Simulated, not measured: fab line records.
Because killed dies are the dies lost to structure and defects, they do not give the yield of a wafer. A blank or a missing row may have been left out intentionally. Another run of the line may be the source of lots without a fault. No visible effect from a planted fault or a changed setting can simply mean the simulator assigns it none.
Matching of chambers || flow n5 finfet || ald metal-03 running N5_BEOL_M6_ALD_77: 4 sister chambers
The step deposits TaN, target thk 2 nm, pulse time 2 s, purge time 3 s. 18 wafers are shown with their chamber, then 9 later ones without.

WAFERS, EACH WITH ITS CHAMBER
{"wafer": "L076.2", "chamber": 2, "heater power w (W)": 429}
{"wafer": "L076.5", "chamber": 1, "heater power w (W)": 430}
{"wafer": "L076.6", "chamber": 2, "heater power w (W)": 437}
{"wafer": "L077.1", "chamber": 2, "heater power w (W)": 437}
{"wafer": "L077.5", "chamber": 1, "heater power w (W)": 437}
{"wafer": "L077.6", "chamber": 2, "heater power w (W)": 446}
{"wafer": "L079.3", "chamber": 0, "heater power w (W)": 378}
{"wafer": "L079.4", "chamber": 3, "heater power w (W)": 416}
{"wafer": "L079.6", "chamber": 3, "heater power w (W)": 404}
{"wafer": "L082.1", "chamber": 2, "heater power w (W)": 431}
{"wafer": "L082.2", "chamber": 0, "heater power w (W)": 384}
{"wafer": "L082.5", "chamber": 1, "heater power w (W)": 425}
{"wafer": "L083.3", "chamber": 1, "heater power w (W)": 441}
{"wafer": "L083.5", "chamber": 0, "heater power w (W)": 369}
{"wafer": "L083.6", "chamber": 2, "heater power w (W)": 431}
{"wafer": "L089.1", "chamber": 1, "heater power w (W)": 428}
{"wafer": "L089.2", "chamber": 0, "heater power w (W)": 374}
{"wafer": "L089.3", "chamber": 3, "heater power w (W)": 404}

SIGNATURES (means of the wafers above)
{"reading": "heater power w", "chamber 0": 376.25, "chamber 1": 432.20, "chamber 2": 435.17, "chamber 3": 408.00, "scatter within a chamber": 6.48}
Rule: a wafer's distance from a chamber is the root of the sum, over the readings, of the square of ((its reading less the chamber's mean) divided by the reading's scatter). The wafer belongs to the nearest chamber; if the next one is less than 2 further off, it can't be placed. The scatter: the root of (the sum of the squares of (reading less its chamber's mean) over the shown wafers, divided by (wafers less chambers)).

WAFERS WITH NO CHAMBER GIVEN
{"wafer": "L088.1", "heater power w (W)": 434}
{"wafer": "L088.4", "heater power w (W)": 398}
{"wafer": "L088.6", "heater power w (W)": 380}
{"wafer": "L092.4", "heater power w (W)": 371}
{"wafer": "L092.5", "heater power w (W)": 378}
{"wafer": "L092.6", "heater power w (W)": 423}
{"wafer": "L097.1", "heater power w (W)": 424}
{"wafer": "L097.2", "heater power w (W)": 405}
{"wafer": "L097.3", "heater power w (W)": 415}

EACH ONE'S CHAMBER
{"wafer": "L088.1", "from the rows above": "can't be placed: 2 or 1", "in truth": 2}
{"wafer": "L088.4", "from the rows above": "can't be placed: 3 or 0", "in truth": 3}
{"wafer": "L088.6", "from the rows above": 0, "in truth": 0}
{"wafer": "L092.4", "from the rows above": 0, "in truth": 0}
{"wafer": "L092.5", "from the rows above": 0, "in truth": 0}
{"wafer": "L092.6", "from the rows above": "can't be placed: 1 or 2 or 3", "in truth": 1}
{"wafer": "L097.1", "from the rows above": "can't be placed: 1 or 2 or 3", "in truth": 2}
{"wafer": "L097.2", "from the rows above": 3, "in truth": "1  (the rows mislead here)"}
{"wafer": "L097.3", "from the rows above": "can't be placed: 3 or 1", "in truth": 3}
Correct placement for 3 of the 9. Unplaceable from these rows: 5, with the true chamber sitting among the candidates in 5. Wrongly placed: 1.
